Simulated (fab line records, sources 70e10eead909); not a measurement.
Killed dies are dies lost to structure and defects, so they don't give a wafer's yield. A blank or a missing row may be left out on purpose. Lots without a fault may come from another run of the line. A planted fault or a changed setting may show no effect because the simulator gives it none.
Which tool did it? | flow nand_harc | 12 lots, 36 wafers sampled, at 5 steps of a route of 1302

WHAT THE GAUGES READ, wafer by wafer
NHARC_P_ZERO_WELL_CD_MEAS_11: target cd 500 nm. Usual: cd_nm 500.7 nm, standard deviation 2.2.
lot  | measured     | on        | cd_nm (nm)        | flag
L919 | day 1 21:14  | cd_sem-01 | 503.5 503.6 502.6 |
L921 | day 2 17:15  | cd_sem-02 | 501.0 499.4 500.6 |
L922 | day 3 03:07  | cd_sem-01 | 502.2 502.7 503.7 |
L924 | day 3 23:07  | cd_sem-01 | 502.8 502.9 503.2 |
L925 | day 4 09:14  | cd_sem-02 | 505.2 502.0 503.5 |
L926 | day 4 19:23  | cd_sem-02 | 501.5 503.8 500.0 |
L928 | day 5 15:14  | cd_sem-02 | 499.6 498.1 499.7 |
L929 | day 6 01:15  | cd_sem-02 | 500.2 498.6 499.7 |
L936 | day 8 23:14  | cd_sem-01 | 500.9 499.2 498.9 |
L937 | day 9 09:14  | cd_sem-01 | 502.5 502.2 500.4 |
L940 | day 10 15:07 | cd_sem-03 | 499.2 500.3 499.0 |
L942 | day 11 11:07 | cd_sem-03 | 504.5 505.5 501.6 |

NHARC_END_SORT_01. Usual: killed_at_array 63, standard deviation 27; killed_at_other 0.7, standard deviation 1.2; killed_at_periphery 3.1, standard deviation 2; killed_dies 67, standard deviation 28; killed_open 3.0, standard deviation 1.9; killed_short 2.2, standard deviation 1.5.
lot  | measured     | on        | killed_at_array | killed_at_other | killed_at_periphery | killed_dies | killed_open | killed_short | flag
L919 | day 24 18:54 | prober-01 | 90 102 71       | 0 0 2           | 3 1 3               | 93 103 76   | 2 4 1       | 2 0 1        |
L921 | day 25 01:46 | prober-02 | 44 57 52        | 0 0 1           | 6 3 3               | 50 60 56    | 5 4 6       | 0 1 4        |
L922 | day 25 13:47 | prober-02 | 84 74 91        | 0 0 0           | 4 3 4               | 88 77 95    | 3 2 10      | 1 2 2        |
L924 | day 26 06:21 | prober-01 | 103 92 83       | 2 0 3           | 5 10 8              | 110 102 94  | 2 3 0       | 3 2 0        |
L925 | day 26 16:31 | prober-02 | 21 23 20        | 0 0 1           | 6 1 2               | 27 24 23    | 3 3 3       | 3 1 2        |
L926 | day 26 23:11 | prober-01 | 100 117 118     | 0 0 3           | 6 1 3               | 106 118 124 | 6 5 6       | 4 0 6        |
L928 | day 28 06:05 | prober-01 | 71 74 63        | 4 6 5           | 602 597 609         | 677 677 677 | 3 1 4       | 1 4 0        | OFF
L929 | day 28 11:41 | prober-02 | 22 28 22        | 0 0 0           | 655 649 655         | 677 677 677 | 6 5 6       | 2 2 1        | OFF
L936 | day 32 08:10 | prober-02 | 46 49 50        | 0 0 0           | 4 4 5               | 50 53 55    | 6 1 2       | 1 4 5        |
L937 | day 32 05:50 | prober-01 | 60 48 44        | 0 1 0           | 4 2 3               | 64 51 47    | 1 0 2       | 2 1 0        |
L940 | day 34 16:57 | prober-01 | 40 51 40        | 0 0 0           | 3 7 5               | 43 58 45    | 1 6 1       | 1 1 2        |
L942 | day 33 23:48 | prober-02 | 34 33 39        | 4 1 0           | 5 2 4               | 43 36 43    | 2 3 3       | 2 1 2        |

WHICH TOOL RAN EACH LOT (tool, then ch and the chambers of the sampled wafers, then the start)
lot  | NHARC_P_ZERO_WELL_RTA_42         | NHARC_P_STI_ETCH_31                | NHARC_P_STI_CMP_21
L919 | rtp_anneal-02 ch 0, day 2 02:44  | rie_diel-07 ch 0,2,3, day 2 20:43  | cmp-01 ch 0,1, day 3 17:59
L921 | rtp_anneal-01 ch 0, day 2 23:09  | rie_diel-05 ch 0,1, day 3 15:10    | cmp-03 ch 1,2, day 4 09:26
L922 | rtp_anneal-02 ch 0, day 3 08:52  | rie_diel-05 ch 0,1,2, day 4 02:19  | cmp-04 ch 1,2,3, day 4 23:08
L924 | rtp_anneal-01 ch 0, day 4 04:54  | rie_diel-05 ch 0,1,3, day 4 20:35  | cmp-03 ch 0,2,3, day 5 14:24
L925 | rtp_anneal-01 ch 0, day 4 18:51  | rie_diel-05 ch 1,2, day 5 10:21    | cmp-03 ch 0,2, day 6 05:58
L926 | rtp_anneal-02 ch 0, day 5 01:02  | rie_diel-05 ch 1,2, day 5 17:02    | cmp-01 ch 0,3, day 6 11:28
L928 | rtp_anneal-02 ch 0, day 5 20:46  | rie_diel-05 ch 0,2,3, day 6 12:18  | cmp-01 ch 1,3, day 7 07:43
L929 | rtp_anneal-01 ch 0, day 6 07:08  | rie_diel-05 ch 0,3, day 7 01:08    | cmp-04 ch 0,1,2, day 7 19:26
L936 | rtp_anneal-01 ch 0, day 9 05:19  | rie_diel-11 ch 0,2,3, day 9 21:52  | cmp-03 ch 1,2, day 10 20:23
L937 | rtp_anneal-02 ch 0, day 9 14:50  | rie_diel-07 ch 0,2, day 10 12:35   | cmp-04 ch 1,3, day 11 11:02
L940 | rtp_anneal-02 ch 0, day 10 22:28 | rie_diel-05 ch 0,1, day 11 15:11   | cmp-01 ch 0,1,2, day 12 09:34
L942 | rtp_anneal-01 ch 0, day 11 16:55 | rie_diel-07 ch 0,1,2, day 12 08:18 | cmp-03 ch 0,1,2, day 13 04:01
- NHARC_P_ZERO_WELL_RTA_42: time 300 s.
- NHARC_P_STI_ETCH_31: etches the open film in CF4/CHF3, target depth 108.9 nm, time 54.5 s.
- NHARC_P_STI_CMP_21: polishes, t overpolish 20 s, target thk 380.67 nm.

WHAT THE TOOLS THEMSELVES READ (means of the sampled wafers that have a number; where no wafer has one, the mark that the record gives instead)
NHARC_P_ZERO_WELL_RTA_42. Usual: anneal_temp_c_max 1106.5, standard deviation 1.7; lamp_power_pct 39.6 %, standard deviation 1.5; lamp_zone_4_pct 39.6 %, standard deviation 1.5; wafer_temp_C_max 1106.1, standard deviation 1.3.
lot  | tool          | anneal_temp_c_max | lamp_power_pct (%) | lamp_zone_4_pct (%) | wafer_temp_C_max | flag
L919 | rtp_anneal-02 | 1107.1            | 41.0               | 41.0                | 1106.3           |
L921 | rtp_anneal-01 | 1105.5            | 38.1               | 38.1                | 1106.1           |
L922 | rtp_anneal-02 | 1107.7            | 41.0               | 41.0                | 1107.1           |
L924 | rtp_anneal-01 | 1105.3            | 38.1               | 38.1                | 1105.7           |
L925 | rtp_anneal-01 | 1104.6            | 38.0               | 38.0                | 1104.4           |
L926 | rtp_anneal-02 | 1108.7            | 41.0               | 41.0                | 1106.7           |
L928 | rtp_anneal-02 | 1107.2            | 41.0               | 41.0                | 1107.3           |
L929 | rtp_anneal-01 | 1105.7            | 38.1               | 38.1                | 1106.2           |
L936 | rtp_anneal-01 | 1105.0            | 38.0               | 38.1                | 1106.1           |
L937 | rtp_anneal-02 | 1107.7            | 41.0               | 41.0                | 1106.0           |
L940 | rtp_anneal-02 | 1106.7            | 41.1               | 41.0                | 1107.7           |
L942 | rtp_anneal-01 | 1106.1            | 38.0               | 38.0                | 1104.9           |

NHARC_P_STI_ETCH_31. Usual: bias_w 200.0 W, standard deviation 0.64; cf4_flow_sccm 100.02 sccm, standard deviation 0.27; drypump_motor_current_A 5.6 A, standard deviation 0.39; mfc_ar_sccm 0.014 sccm, standard deviation 0.015; oes_product_au 0.970 a.u., standard deviation 0.021; rf_vpp_V 372.5 V, standard deviation 1.6; showerhead_plenum_p_Torr 1.63 Torr, standard deviation 0.042; throttle_valve_pct 16.803 %, standard deviation 0.009.
lot  | tool        | bias_w (W) | cf4_flow_sccm (sccm) | drypump_motor_current_A (A) | mfc_ar_sccm (sccm) | oes_product_au (a.u.) | rf_vpp_V (V) | showerhead_plenum_p_Torr (Torr) | throttle_valve_pct (%) | flag
L919 | rie_diel-07 | 200.0      | 100.08               | 5.9                         | 0.013              | 0.967                 | 373.6        | 1.66                            | 16.802                 |
L921 | rie_diel-05 | 200.0      | 100.36               | 5.7                         | 0.014              | 0.966                 | 372.2        | 1.63                            | 16.805                 |
L922 | rie_diel-05 | 200.4      | 100.17               | 5.4                         | 0.014              | 0.975                 | 371.5        | 1.63                            | 16.800                 |
L924 | rie_diel-05 | 199.9      | 99.90                | 5.6                         | 0.016              | 0.978                 | 371.7        | 1.63                            | 16.793                 |
L925 | rie_diel-05 | 199.8      | 100.19               | 5.2                         | 0.014              | 0.969                 | 373.3        | 1.62                            | 16.798                 |
L926 | rie_diel-05 | 199.4      | 100.08               | 5.2                         | 0.014              | 0.926                 | 372.2        | 1.62                            | 16.796                 |
L928 | rie_diel-05 | -          | -                    | -                           | -                  | -                     | -            | -                               | -                      | OFF
L929 | rie_diel-05 | -          | -                    | -                           | -                  | -                     | -            | -                               | -                      | OFF
L936 | rie_diel-11 | 199.7      | 99.88                | 5.7                         | 0.000              | 0.959                 | 372.5        | 1.63                            | 16.804                 |
L937 | rie_diel-07 | 199.6      | 99.95                | 6.1                         | 0.007              | 0.963                 | 374.1        | 1.66                            | 16.801                 |
L940 | rie_diel-05 | 199.5      | 99.99                | 5.5                         | 0.026              | 0.973                 | 371.5        | 1.60                            | 16.792                 |
L942 | rie_diel-07 | 199.7      | 100.02               | 5.9                         | 0.019              | 0.978                 | 372.8        | 1.63                            | 16.812                 |

NHARC_P_STI_CMP_21. Usual: motor_current_A 11.9 A, standard deviation 1.2; overpolish_run_s 19.999 s, standard deviation 0.0081.
lot  | tool   | motor_current_A (A) | overpolish_run_s (s) | flag
L919 | cmp-01 | 12.8                | 19.996               |
L921 | cmp-03 | 11.6                | 20.004               |
L922 | cmp-04 | 12.2                | 19.998               |
L924 | cmp-03 | 11.2                | 19.995               |
L925 | cmp-03 | 11.5                | 19.996               |
L926 | cmp-01 | 12.8                | 20.005               |
L928 | cmp-01 | 11.7                | 19.998               |
L929 | cmp-04 | 11.6                | 20.004               |
L936 | cmp-03 | 12.4                | 19.997               |
L937 | cmp-04 | 13.4                | 19.993               |
L940 | cmp-01 | 12.0                | 20.005               |
L942 | cmp-03 | 12.0                | 20.009               |

THE ANSWER, worked out from the rows above alone
Rule: a lot is off if the mean of its wafers that have a number lies more than 3 standard deviations from the usual mean. A lot without any number at a reading at which 4 lots or more have one is off too. The other lots that the step has rows for count as sound. The gauges are gone through in route order, then the tools' own readings, and for those a lot's mean is taken as printed above. The first step at which some lot is off is used, and at that step the reading that is off furthest; a lot without a number counts as furthest.
Off: L928, L929, at NHARC_END_SORT_01 (killed_at_periphery).
A tool fits if, at a process step before that reading, it ran every lot that is off, and no sound lot after the first of them. The gauges at NHARC_END_SORT_01 aren't tried: what is off there is off at NHARC_P_STI_ETCH_31 too, on other tools, and a gauge's error can't cause that. None of those tried fits.

WHAT THE SIMULATOR HAD PUT IN
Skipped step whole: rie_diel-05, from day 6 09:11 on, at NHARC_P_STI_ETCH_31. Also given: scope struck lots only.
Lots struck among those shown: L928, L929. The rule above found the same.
